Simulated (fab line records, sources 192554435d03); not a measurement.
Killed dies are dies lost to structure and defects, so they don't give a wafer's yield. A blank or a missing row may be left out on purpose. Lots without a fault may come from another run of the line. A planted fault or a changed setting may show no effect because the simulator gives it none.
Chamber matching | flow n5_finfet | N5_BEOL_M13_VIA_ETCH_16 on rie_diel-02: 4 sister chambers
The step etches SiOC in C4F8/O2/Ar, target depth 921.7 nm. 20 wafers are shown with their chamber, then 10 later ones without.

WAFERS WITH THEIR CHAMBER
wafer  | chamber | showerhead_plenum_p_Torr (Torr) | throttle_valve_pct (%) | oes_product_au (a.u.)
L078.1 | 0       | 3.38                            | 24.37                  | 0.64
L078.2 | 1       | 3.52                            | 24.47                  | 0.63
L078.6 | 3       | 3.58                            | 23.96                  | 0.76
L077.2 | 3       | 3.58                            | 23.96                  | 0.77
L077.3 | 0       | 3.38                            | 24.38                  | 0.65
L077.4 | 3       | 3.58                            | 23.95                  | 0.77
L081.2 | 1       | 3.52                            | 24.49                  | 0.62
L081.3 | 3       | 3.58                            | 23.95                  | 0.76
L081.5 | 1       | 3.52                            | 24.49                  | 0.63
L083.1 | 1       | 3.52                            | 24.50                  | 0.62
L083.2 | 0       | 3.38                            | 24.39                  | 0.64
L083.3 | 2       | 3.37                            | 24.32                  | 0.84
L080.1 | 3       | 3.58                            | 23.96                  | 0.76
L080.2 | 1       | 3.52                            | 24.47                  | 0.62
L080.6 | 3       | 3.58                            | 23.95                  | 0.76
L089.3 | 2       | 3.37                            | 24.35                  | 0.81
L089.4 | 0       | 3.37                            | 24.40                  | 0.63
L089.6 | 0       | 3.37                            | 24.39                  | 0.63
L090.1 | 3       | 3.57                            | 23.97                  | 0.75
L090.4 | 2       | 3.37                            | 24.36                  | 0.81

SIGNATURES (means of the wafers above)
reading                  | chamber 0 | chamber 1 | chamber 2 | chamber 3 | scatter within a chamber
showerhead_plenum_p_Torr | 3.3760    | 3.5200    | 3.3700    | 3.5786    | 0.00359
throttle_valve_pct       | 24.3860   | 24.4840   | 24.3433   | 23.9571   | 0.0124
oes_product_au           | 0.6380    | 0.6240    | 0.8200    | 0.7614    | 0.00896
Rule: a wafer's distance from a chamber is the root of the sum, over the readings, of the square of ((its reading less the chamber's mean) divided by the reading's scatter). The wafer belongs to the nearest chamber; if the next one is less than 2 further off, it can't be placed. The scatter: the root of (the sum of the squares of (reading less its chamber's mean) over the shown wafers, divided by (wafers less chambers)).

WAFERS WITHOUT THEIR CHAMBER
wafer  | showerhead_plenum_p_Torr (Torr) | throttle_valve_pct (%) | oes_product_au (a.u.)
L090.6 | 3.51                            | 24.51                  | 0.62
L091.1 | 3.51                            | 24.50                  | 0.61
L091.3 | 3.37                            | 24.40                  | 0.63
L091.4 | 3.36                            | 24.36                  | 0.81
L097.1 | 3.51                            | 24.50                  | 0.60
L097.2 | 3.36                            | 24.37                  | 0.78
L097.5 | 3.51                            | 24.51                  | 0.60
L096.4 | 3.36                            | 24.02                  | 0.90
L096.5 | 3.50                            | 24.52                  | 0.60
L096.6 | 3.36                            | 24.00                  | 0.88

WHICH CHAMBER EACH WENT THROUGH
wafer  | from the rows above | in truth
L090.6 | 1                   | 1
L091.1 | 1                   | 1
L091.3 | 0                   | 0
L091.4 | 2                   | 2
L097.1 | 1                   | 1
L097.2 | 2                   | 2
L097.5 | 1                   | 1
L096.4 | 2                   | 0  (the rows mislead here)
L096.5 | 1                   | 1
L096.6 | 2                   | 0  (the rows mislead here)
Placed correctly: 8 of 10. Can't be placed from these rows: 0. Placed wrongly: 2.
